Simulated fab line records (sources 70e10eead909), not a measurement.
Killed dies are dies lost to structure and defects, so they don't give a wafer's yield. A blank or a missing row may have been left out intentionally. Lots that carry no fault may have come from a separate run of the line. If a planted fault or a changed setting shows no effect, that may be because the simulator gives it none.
Which tool was responsible?    flow nand harc    Sampling: 11 lots, 33 wafers, 7 of 1302 route steps

WHAT THE GAUGES READ, wafer by wafer
NHARC_P_M0_INSPECT_11.
lot   measured      on                 raw defect count
L806  day 7 01:35   defect inspect-01  3 10 5
L808  day 7 16:42   defect inspect-02  4 1 6
L810  day 8 13:30   defect inspect-01  3 5 8
L811  day 8 23:37   defect inspect-02  5 4 4
L814  day 10 03:03  defect inspect-01  6 6 3
L819  day 12 02:11  defect inspect-01  0 1 2
L821  day 13 04:11  defect inspect-02  3 2 2
L822  day 13 16:21  defect inspect-02  3 5 2
L824  day 14 10:47  defect inspect-02  3 2 3
L826  day 15 06:55  defect inspect-01  5 2 4
L827  day 15 13:37  defect inspect-02  3 3 4

NHARC_P_M0_INSPECT_27.
lot   measured      on                 raw defect count
L806  day 7 04:17   defect inspect-01  133 172 159
L808  day 7 19:14   defect inspect-01  232 351 276
L810  day 8 16:02   defect inspect-01  255 220 340
L811  day 9 02:08   defect inspect-01  270 326 197
L814  day 10 05:35  defect inspect-02  141 293 186
L819  day 12 04:59  defect inspect-02  665 666 517
L821  day 13 06:44  defect inspect-02  698 507 522
L822  day 13 18:53  defect inspect-02  232 341 274
L824  day 14 13:19  defect inspect-02  357 452 518
L826  day 15 09:26  defect inspect-01  159 263 256
L827  day 15 16:47  defect inspect-01  361 455 456

NHARC_P_M1_INSPECT_11.
lot   measured      on                 raw defect count
L806  day 7 05:41   defect inspect-02  1 9 6
L808  day 7 20:46   defect inspect-01  3 2 2
L810  day 8 17:27   defect inspect-02  2 5 7
L811  day 9 03:40   defect inspect-02  8 3 4
L814  day 10 07:02  defect inspect-01  6 8 4
L819  day 12 06:32  defect inspect-02  294 287 294
L821  day 13 08:08  defect inspect-01  281 269 278
L822  day 13 20:25  defect inspect-01  1 2 2
L824  day 14 14:50  defect inspect-02  2 3 3
L826  day 15 10:50  defect inspect-01  5 4 2
L827  day 15 18:19  defect inspect-02  0 3 6

NHARC_END_SORT_01.
lot   measured      on         defect limited yield (%)  killed at array  killed at other  killed at periphery  killed dies  killed open  killed short
L819  day 29 22:45  prober-01  60 62 61                  36 39 29         1 2 3            235 217 229          272 258 261  4 2 2        1 3 1
L821  day 32 01:05  prober-02  61 65 59                  49 35 46         0 0 0            213 201 231          262 236 277  1 1 5        1 1 2

TOOL THAT RAN EACH LOT (tool first, then ch and the chambers of the sampled wafers, then the start)
lot   NHARC_P_M0_DESCUM_14                NHARC_P_M0_STRIP_18                 NHARC_P_M0_CMP_23
L806  rie diel-02 ch 0,1,2, day 7 01:40   rie diel-02 ch 0,1,2, day 7 02:02   cmp-03 ch 1,2,3, day 7 03:49
L808  rie diel-09 ch 1,2, day 7 16:46     rie diel-09 ch 0,2, day 7 17:10     cmp-01 ch 1,2, day 7 18:46
L810  rie diel-11 ch 0,2,3, day 8 13:34   rie diel-09 ch 0,2,3, day 8 13:57   cmp-04 ch 0,1,3, day 8 15:33
L811  rie diel-11 ch 2,3, day 8 23:41     rie diel-11 ch 0,1,3, day 9 00:05   cmp-03 ch 1,2,3, day 9 01:40
L814  rie diel-11 ch 0,3, day 10 03:07    rie diel-11 ch 2,3, day 10 03:31    cmp-03 ch 2,3, day 10 05:07
L819  rie diel-02 ch 0,1,3, day 12 02:17  rie diel-11 ch 0,2, day 12 02:53    cmp-03 ch 2,3, day 12 04:32
L821  rie diel-11 ch 0,3, day 13 04:16    rie diel-09 ch 0,2,3, day 13 04:39  cmp-03 ch 0,2,3, day 13 06:19
L822  rie diel-09 ch 0,1,2, day 13 16:25  rie diel-02 ch 0,2,3, day 13 16:49  cmp-04 ch 1,2,3, day 13 18:25
L824  rie diel-11 ch 0,2, day 14 10:50    rie diel-11 ch 0,1, day 14 11:13    cmp-04 ch 0,1,2, day 14 12:51
L826  rie diel-11 ch 1,2,3, day 15 06:59  rie diel-11 ch 0,1, day 15 07:22    cmp-03 ch 0,1,2, day 15 09:01
L827  rie diel-11 ch 0,1,3, day 15 13:41  rie diel-09 ch 0,1,2, day 15 14:43  cmp-01 ch 0,2,3, day 15 16:19
- NHARC_P_M0_DESCUM_14: chemistry O2, time 3 s.
- NHARC_P_M0_STRIP_18: strips in N2/H2.
- NHARC_P_M0_CMP_23: polishes, t overpolish 20 s, target thk 117.54 nm.

AS READ BY THE TOOLS THEMSELVES (means over the sampled wafers that have a number; for cases with no such wafer, the mark the record gives instead)
NHARC_P_M0_DESCUM_14.
lot   tool         chamber pressure mTorr (mTorr)  drypump motor current A (A)  mfc ar sccm (sccm)  oes product au (a.u.)  rf vpp V (V)  showerhead plenum p Torr (Torr)  throttle valve pct (%)
L806  rie diel-02  60.01                           6.2                          0.018               0.992                  57.7          2.01                             11.310
L808  rie diel-09  60.00                           5.8                          0.000               0.985                  57.9          1.88                             11.304
L810  rie diel-11  59.96                           5.7                          0.004               0.997                  58.1          1.92                             11.311
L811  rie diel-11  60.01                           5.7                          0.002               0.993                  58.0          1.92                             11.312
L814  rie diel-11  59.99                           5.6                          0.005               1.004                  58.1          1.91                             11.319
L819  rie diel-02  59.98                           6.0                          0.011               1.004                  56.9          1.96                             11.304
L821  rie diel-11  59.97                           5.6                          0.003               1.011                  57.9          1.84                             11.313
L822  rie diel-09  60.04                           5.8                          0.000               1.005                  58.3          1.91                             11.308
L824  rie diel-11  60.00                           5.6                          0.005               0.999                  59.1          1.98                             11.321
L826  rie diel-11  60.02                           5.7                          0.003               1.002                  56.5          1.84                             11.310
L827  rie diel-11  60.04                           5.7                          0.005               1.005                  56.9          1.83                             11.306

NHARC_P_M0_STRIP_18.
lot   tool         chamber pressure mTorr (mTorr)  drypump motor current A (A)  mfc ar sccm (sccm)  oes product au (a.u.)  rf vpp V (V)  showerhead plenum p Torr (Torr)  throttle valve pct (%)
L806  rie diel-02  29.992                          6.2                          0.018               0.997                  91.7          2.14                             14.167
L808  rie diel-09  29.987                          5.7                          0.000               0.989                  90.9          2.10                             14.177
L810  rie diel-09  30.015                          5.3                          0.003               0.996                  90.9          2.06                             14.170
L811  rie diel-11  30.004                          5.7                          0.005               0.988                  90.1          1.96                             14.176
L814  rie diel-11  30.007                          5.7                          0.002               1.004                  90.8          2.04                             14.175
L819  rie diel-11  29.969                          5.6                          0.005               1.004                  90.4          2.12                             14.169
L821  rie diel-09  29.999                          5.3                          0.003               0.998                  90.0          2.04                             14.166
L822  rie diel-02  30.020                          5.8                          0.007               0.999                  90.6          2.08                             14.173
L824  rie diel-11  29.996                          5.7                          0.007               0.997                  90.4          1.95                             14.170
L826  rie diel-11  30.002                          5.7                          0.007               1.003                  90.2          1.95                             14.162
L827  rie diel-09  30.007                          5.8                          0.000               1.001                  90.7          2.03                             14.162

NHARC_P_M0_CMP_23.
lot   tool    motor current A (A)  time to endpoint s (s)
L806  cmp-03  12.2                 29.1
L808  cmp-01  11.0                 28.8
L810  cmp-04  11.2                 31.0
L811  cmp-03  12.2                 29.1
L814  cmp-03  12.3                 29.3
L819  cmp-03  12.1                 27.7
L821  cmp-03  11.7                 29.3
L822  cmp-04  11.8                 25.1
L824  cmp-04  12.4                 27.8
L826  cmp-03  13.1                 28.3
L827  cmp-01  10.1                 28.0

THE ANSWER, worked out from the rows above alone
Rule: what is usual is taken from the lots themselves. Put in order of their means at a reading, lots are off if they are a third of the lots or fewer, leave a main group of 4 or more, and stand apart from it by a gap of 3 or more times the standard deviation of the main group's means; of several such gaps the widest counts. A main group whose means are all the same, to the digits that the tables above print for the reading, isn't used. A lot without any number at a reading at which 4 lots or more have one is off too. The other lots that the step has rows for count as sound. After the gauges, taken in route order, come the tools' own readings; for these a lot's mean is taken, as printed above. At the first step where some lot is off, the reading lying furthest off is the one used; lots without a number count as furthest.
Off at NHARC_P_M1_INSPECT_11 (raw defect count): L819, L821. For the main group the mean is 3.8 and the standard deviation 1.4.
A tool fits if, at a process step before that reading, it ran every lot that is off, and no sound lot after the first of them. Those tools and the gauges at NHARC_P_M1_INSPECT_11 are tried in the same way. None of those tried fits.

WHAT THE SIMULATOR PUT IN
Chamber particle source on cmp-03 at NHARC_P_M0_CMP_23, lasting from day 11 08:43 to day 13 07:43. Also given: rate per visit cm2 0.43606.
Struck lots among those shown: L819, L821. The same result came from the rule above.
